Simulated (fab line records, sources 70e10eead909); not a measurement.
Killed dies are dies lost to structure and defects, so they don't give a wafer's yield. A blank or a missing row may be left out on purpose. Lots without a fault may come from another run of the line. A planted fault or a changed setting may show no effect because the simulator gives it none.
Which tool did it? | flow nand_harc | 12 lots, 36 wafers sampled, at 5 steps of a route of 1159

WHAT THE GAUGES READ, wafer by wafer
NHARC_A_BONDPAD_THK_MEAS_20: measures by xrf.
lot  | measured     | on            | thk_nm (nm)
L274 | day 18 17:43 | film_metro-01 | 167.8 171.4 169.4
L273 | day 18 17:59 | film_metro-02 | 170.4 173.0 168.7
L271 | day 18 18:02 | film_metro-01 | 168.1 170.8 168.6
L276 | day 19 07:04 | film_metro-02 | 169.1 167.2 168.6
L275 | day 19 08:17 | film_metro-02 | 173.9 169.6 170.1
L279 | day 19 16:41 | film_metro-02 | 171.6 171.7 169.0
L278 | day 20 02:56 | film_metro-01 | 170.0 169.0 169.6
L280 | day 20 17:46 | film_metro-01 | 172.5 169.5 169.1
L283 | day 20 18:34 | film_metro-02 | 170.9 169.9 168.7
L287 | day 22 06:09 | film_metro-01 | 169.2 170.7 167.6
L291 | day 22 14:30 | film_metro-01 | 172.2 168.9 170.8
L293 | day 23 04:44 | film_metro-01 | 169.7 168.6 168.2

NHARC_END_SORT_01.
lot  | measured     | on        | defect_limited_yield (%) | killed_at_array | killed_at_other | killed_at_periphery | killed_dies | killed_open | killed_short | sort_bin_2_pct (%) | sort_bin_3_pct (%) | sort_bin_4_pct (%) | sort_n_pass | sort_rim_yield_pct (%) | sort_yield_pct (%)
L287 | day 23 14:29 | prober-01 | 94.5 95.1 0              | 32 26 29        | 0 4 644         | 5 3 4               | 37 33 677   | 6 1 4       | 2 1 2        | 1.9 1.8 96.2       | 0.30 0.30 0.44     | 3.2 2.8 3.4        | 640 644 0   | 92.5 92.5 0            | 94.5 95.1 0

WHICH TOOL RAN EACH LOT (tool, then ch and the chambers of the sampled wafers, then the start)
lot  | NHARC_A_BONDPAD_CMP_19        | NHARC_THIN_TSV_DEP_43           | NHARC_THIN_TSV_CMP_21
L274 | cmp-04 ch 0,1,3, day 18 17:28 | pecvd-02 ch 1,2, day 19 08:09   | cmp-03 ch 0,1,3, day 19 13:11
L273 | cmp-01 ch 0,1,3, day 18 17:41 | pecvd-04 ch 0,2, day 19 09:48   | cmp-03 ch 0,1,2, day 19 15:13
L271 | cmp-03 ch 2,3, day 18 17:43   | pecvd-04 ch 0,1, day 19 10:59   | cmp-03 ch 1,2,3, day 19 16:31
L276 | cmp-01 ch 1,2,3, day 19 06:44 | pecvd-03 ch 0,1, day 19 19:27   | cmp-01 ch 2,3, day 20 01:17
L275 | cmp-01 ch 0,3, day 19 07:59   | pecvd-03 ch 0,1,2, day 19 20:38 | cmp-02 ch 1,2, day 20 01:49
L279 | cmp-04 ch 0,2,3, day 19 16:25 | pecvd-04 ch 0,2, day 20 07:10   | cmp-03 ch 0,3, day 20 12:13
L278 | cmp-01 ch 2,3, day 20 02:39   | pecvd-03 ch 0,1,2, day 20 17:21 | cmp-03 ch 0,1, day 20 22:34
L280 | cmp-01 ch 0,1, day 20 17:26   | pecvd-02 ch 0,2, day 21 05:56   | cmp-01 ch 0,1,2, day 21 11:10
L283 | cmp-03 ch 0,1,3, day 20 18:15 | pecvd-02 ch 0,1,2, day 21 08:26 | cmp-02 ch 0,1,3, day 21 13:35
L287 | cmp-03 ch 1,2,3, day 22 05:49 | pecvd-03 ch 1,2, day 22 20:08   | cmp-01 ch 2,3, day 23 01:16
L291 | cmp-01 ch 1,2, day 22 14:12   | pecvd-02 ch 0,2, day 23 04:06   | cmp-01 ch 1,2,3, day 23 09:25
L293 | cmp-03 ch 2,3, day 23 04:25   | pecvd-04 ch 1,2, day 23 16:42   | cmp-01 ch 1,2,3, day 23 21:47
- NHARC_A_BONDPAD_CMP_19: polishes, t overpolish 30 s, cu recess touch 16 s, target thk 169.8 nm.
- NHARC_THIN_TSV_DEP_43: deposits SiO2, target thk 1328.5 nm.
- NHARC_THIN_TSV_CMP_21: polishes, t overpolish 30 s, target thk 2000 nm.

WHAT THE TOOLS THEMSELVES READ (means of the sampled wafers that have a number; where no wafer has one, the mark that the record gives instead)
NHARC_A_BONDPAD_CMP_19.
lot  | tool   | edge_zone_pressure_frac | motor_current_A (A) | overpolish_run_s (s) | pad_life_wafers
L274 | cmp-04 | 1.003                   | 11.5                | 29.997               | 146
L273 | cmp-01 | 1.002                   | 11.7                | 30.010               | 302
L271 | cmp-03 | 1.005                   | 10.9                | 29.998               | 450
L276 | cmp-01 | 0.996                   | 11.9                | 29.999               | 410
L275 | cmp-01 | 0.999                   | 11.1                | 30.000               | 415
L279 | cmp-04 | 0.997                   | 11.4                | 29.993               | 272
L278 | cmp-01 | 1.000                   | 11.7                | 30.012               | 542
L280 | cmp-01 | 1.000                   | 11.6                | 30.005               | 648
L283 | cmp-03 | 1.000                   | 12.1                | 30.001               | 110
L287 | cmp-03 | 0.998                   | 11.6                | 29.995               | 356
L291 | cmp-01 | 0.997                   | 11.7                | 30.005               | 217
L293 | cmp-03 | 1.001                   | 10.9                | 29.994               | 494

NHARC_THIN_TSV_DEP_43.
lot  | tool     | throttle_valve_pct (%)
L274 | pecvd-02 | 15.8
L273 | pecvd-04 | 16.1
L271 | pecvd-04 | 16.1
L276 | pecvd-03 | 15.9
L275 | pecvd-03 | 15.9
L279 | pecvd-04 | 16.2
L278 | pecvd-03 | 15.9
L280 | pecvd-02 | 15.7
L283 | pecvd-02 | 16.0
L287 | pecvd-03 | 15.0
L291 | pecvd-02 | 15.4
L293 | pecvd-04 | 15.7

NHARC_THIN_TSV_CMP_21.
lot  | tool   | edge_zone_pressure_frac | motor_current_A (A) | overpolish_run_s (s) | pad_life_wafers
L274 | cmp-03 | 1.001                   | 11.7                | 29.989               | 578
L273 | cmp-03 | 1.003                   | 12.7                | 29.996               | 596
L271 | cmp-03 | 1.002                   | 11.8                | 29.997               | 602
L276 | cmp-01 | 0.997                   | 11.8                | 30.007               | 522
L275 | cmp-02 | 1.000                   | 12.1                | 29.997               | 187
L279 | cmp-03 | 1.002                   | 12.8                | 30.004               | 55
L278 | cmp-03 | 1.003                   | 13.1                | 30.009               | 146
L280 | cmp-01 | 1.000                   | 11.0                | 29.999               | 86
L283 | cmp-02 | 1.000                   | 11.4                | 29.995               | 398
L287 | cmp-01 | 0.999                   | 12.4                | 30.009               | 300
L291 | cmp-01 | 1.001                   | 11.9                | 29.998               | 339
L293 | cmp-01 | 1.003                   | 12.2                | 29.994               | 392

THE ANSWER, worked out from the rows above alone
Rule: what is usual is taken from the lots themselves. Put in order of their means at a reading, lots are off if they are a third of the lots or fewer, leave a main group of 4 or more, and stand apart from it by a gap of 3 or more times the standard deviation of the main group's means; of several such gaps the widest counts. A main group whose means are all the same, to the digits that the tables above print for the reading, isn't used. A lot without any number at a reading at which 4 lots or more have one is off too. The other lots that the step has rows for count as sound. The gauges are gone through in route order, then the tools' own readings, and for those a lot's mean is taken as printed above. The first step at which some lot is off is used, and at that step the reading that is off furthest; a lot without a number counts as furthest.
No lot is off at any reading shown: from this, nothing can be told.

WHAT THE SIMULATOR HAD PUT IN
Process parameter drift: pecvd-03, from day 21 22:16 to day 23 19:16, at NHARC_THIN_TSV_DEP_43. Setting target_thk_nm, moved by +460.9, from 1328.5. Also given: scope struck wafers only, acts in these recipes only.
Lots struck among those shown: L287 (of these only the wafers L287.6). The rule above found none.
